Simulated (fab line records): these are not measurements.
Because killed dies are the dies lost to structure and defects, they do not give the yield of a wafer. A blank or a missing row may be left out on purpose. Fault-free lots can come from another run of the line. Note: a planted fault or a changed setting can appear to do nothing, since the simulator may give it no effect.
Chamber matching | flow nand_harc | 4 sister chambers for NHARC_A_ZERO_WELL_ETCH_13 on rie_si-05
The step etches the open film in HBr/Cl2, target depth 120 nm, time 40.1 s. 15 wafers are shown with their chamber, then 7 later ones without.

== WAFERS WITH THEIR CHAMBER ==
wafer  | chamber | he_backside_leak_sccm (sccm) | oes_product_au (a.u.) | throttle_valve_pct (%)
L507.2 | 3       | 2.5                          | 1.001                 | 26.413
L507.3 | 2       | 2.4                          | 0.997                 | 26.383
L507.4 | 1       | 2.3                          | 1.018                 | 26.408
L510.3 | 2       | 2.5                          | 0.995                 | 26.398
L510.4 | 1       | 2.4                          | 1.018                 | 26.400
L510.5 | 0       | 3.0                          | 1.005                 | 26.427
L511.4 | 2       | 2.5                          | 1.001                 | 26.409
L511.5 | 1       | 2.4                          | 1.023                 | 26.404
L511.6 | 0       | 3.1                          | 1.003                 | 26.403
L512.2 | 0       | 3.0                          | 1.005                 | 26.402
L512.4 | 3       | 2.4                          | 0.997                 | 26.390
L513.3 | 3       | 2.5                          | 1.008                 | 26.396
L513.4 | 2       | 2.4                          | 1.013                 | 26.401
L513.6 | 0       | 2.9                          | 1.007                 | 26.404
L522.2 | 0       | 3.1                          | 1.001                 | 26.406

SIGNATURES (means of the wafers above)
reading               | chamber 0 | chamber 1 | chamber 2 | chamber 3 | scatter within a chamber
he_backside_leak_sccm | 3.020     | 2.367     | 2.450     | 2.467     | 0.0683
oes_product_au        | 1.00420   | 1.01967   | 1.00150   | 1.00200   | 0.00517
throttle_valve_pct    | 26.40840  | 26.40400  | 26.39775  | 26.39967  | 0.0101
Rule: distance of a wafer from a chamber = root of the sum over the readings of ((wafer's reading minus chamber's mean) / reading's scatter) squared. The wafer belongs to the nearest chamber; if the next one is less than 2 further off, it can't be placed. How the scatter is found: for the shown wafers, subtract from each reading the mean of its chamber, square and add these, divide the total by (wafers less chambers), then take the root.

== WAFERS MISSING THEIR CHAMBER ==
wafer  | he_backside_leak_sccm (sccm) | oes_product_au (a.u.) | throttle_valve_pct (%)
L522.5 | 3.0                          | 1.012                 | 26.412
L523.1 | 2.4                          | 1.007                 | 26.403
L523.4 | 2.4                          | 1.004                 | 26.418
L523.5 | 2.2                          | 1.019                 | 26.408
L527.2 | 2.6                          | 1.004                 | 26.397
L527.3 | 2.4                          | 1.012                 | 26.396
L527.4 | 3.1                          | 1.008                 | 26.401

== THE CHAMBER EACH PASSED THROUGH ==
wafer  | from the rows above          | in truth
L522.5 | 0                            | 0
L523.1 | can't be placed: 2 or 3 or 1 | 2
L523.4 | can't be placed: 3 or 2 or 1 | 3
L523.5 | 1                            | 1
L527.2 | can't be placed: 3 or 2      | 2
L527.3 | can't be placed: 1 or 2 or 3 | 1
L527.4 | 0                            | 0
Correctly placed: 3 of 7. Cannot be placed on the basis of these rows: 4; the candidates contain the true chamber in 4. Placed wrongly: 0.
